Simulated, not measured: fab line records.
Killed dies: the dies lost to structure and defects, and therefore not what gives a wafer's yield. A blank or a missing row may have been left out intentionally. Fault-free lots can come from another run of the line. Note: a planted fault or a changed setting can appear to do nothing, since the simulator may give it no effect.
Comparing a struck lot with a sound one	flow n5 finfet	14 steps out of a route of 1938
Sound: the wafers L524.1, L524.3, L524.4. Struck: wafers L514.1, L514.3, L514.6. The cause is named last.
At each step with rows: each side's tool, then ch and its chambers, then its first start. Under that, the readings that differ: sound wafers	struck wafers	difference of the means	sigmas: that difference in standard deviations of wafers without a fault.
alike: readings whose means differ by less than 2 such deviations, and words and numbers that are the same on both sides. not compared: withheld readings, readings that some wafer has no value for, bounds like >300 that may hide the same value, and numbers for which the record gives no deviation and whose values overlap.
A row with sigmas, a row that says differs or no value, or rows on one side alone: a step with any of these is where the two part. When numbers do not overlap yet have no deviation, they are printed without sigmas and do not part them. Lack of a reading on every wafer of one side parts them only where that side has two or more wafers.

N5_BEOL_M7_INSPECT_58: inspects for defects (darkfield).
  sound on defect inspect-02 at day 12 15:40; struck on defect inspect-01 at day 10 04:23
  alike: raw defect count
N5_BEOL_M8_ILD_DEP_00: deposits SiCOH lowk from DEMS/porogen, target thk 179.75 nm, time 33.4 s.
  sound on pecvd-02 ch 0,1,2, day 12 15:42; struck on pecvd-02 ch 0,2, day 10 04:25
  alike: heater power w, showerhead plenum p Torr, throttle valve pct
  not compared: since wet clean h
N5_BEOL_M8_CURE_74: cures SiCOH lowk, time 240 s.
  sound on uv cure-01 ch 2, day 12 15:46; struck on uv cure-02 ch 0, day 10 04:45
  alike: lamp power pct, wafer_temp_C_max
N5_BEOL_M8_THK_MEAS_01:
  sound on film metro-01 at day 12 16:17; struck on film metro-01 at day 10 05:16
  alike: M8_ILD_THK
N5_BEOL_M8_PECVD_70: deposits SiO2 from TEOS/O2, target thk 20 nm, time 22.7 s.
  sound on pecvd-04 ch 0,2, day 12 16:19; struck on pecvd-02 ch 0,2, day 10 05:17
reading	sound	struck	difference	sigmas
throttle valve pct (%)	19.9 22.2 20.1	21.7 24.1 23.9	+2.5	+3
  alike: heater power w, showerhead plenum p Torr
  not compared: since wet clean h
N5_BEOL_M8_HM_DEP_02: deposits TiN, target thk 20 nm.
  sound on pvd sputter-01 at day 12 17:47; struck on pvd sputter-01 at day 10 05:33
  alike: throttle valve pct
then, 6 steps without rows for these wafers: N5_BEOL_M8_COAT_59 (time 60 s, resist thk 100 nm); N5_BEOL_M8_COAT_60 (time 60 s, resist thk 35 nm); N5_BEOL_M8_COAT_05 (resist thk 90 nm); N5_BEOL_M8_EBR_07; N5_BEOL_M8_SOFTBAKE_06 (time 60 s); N5_BEOL_M8_EXPOSE_08 (exposes mask M8).
N5_BEOL_M8_PEB_09: peb time 60 s.
  sound on litho track-03 ch 0, day 12 18:14; struck on litho track-05, day 10 05:59
  no value came back on the struck wafers for chill plate temp C (C), exhaust pa (Pa); on the sound wafers chill plate temp C (C) reads 23.05 23.21 23.06
then, 1 step without rows for these wafers: N5_BEOL_M8_DEVELOP_10 (develop time 30 s).

## WHERE THEY PART
Last at N5_BEOL_M8_PEB_09 as far as this record goes, first at N5_BEOL_M8_PECVD_70.

WHY: what the simulator had put in
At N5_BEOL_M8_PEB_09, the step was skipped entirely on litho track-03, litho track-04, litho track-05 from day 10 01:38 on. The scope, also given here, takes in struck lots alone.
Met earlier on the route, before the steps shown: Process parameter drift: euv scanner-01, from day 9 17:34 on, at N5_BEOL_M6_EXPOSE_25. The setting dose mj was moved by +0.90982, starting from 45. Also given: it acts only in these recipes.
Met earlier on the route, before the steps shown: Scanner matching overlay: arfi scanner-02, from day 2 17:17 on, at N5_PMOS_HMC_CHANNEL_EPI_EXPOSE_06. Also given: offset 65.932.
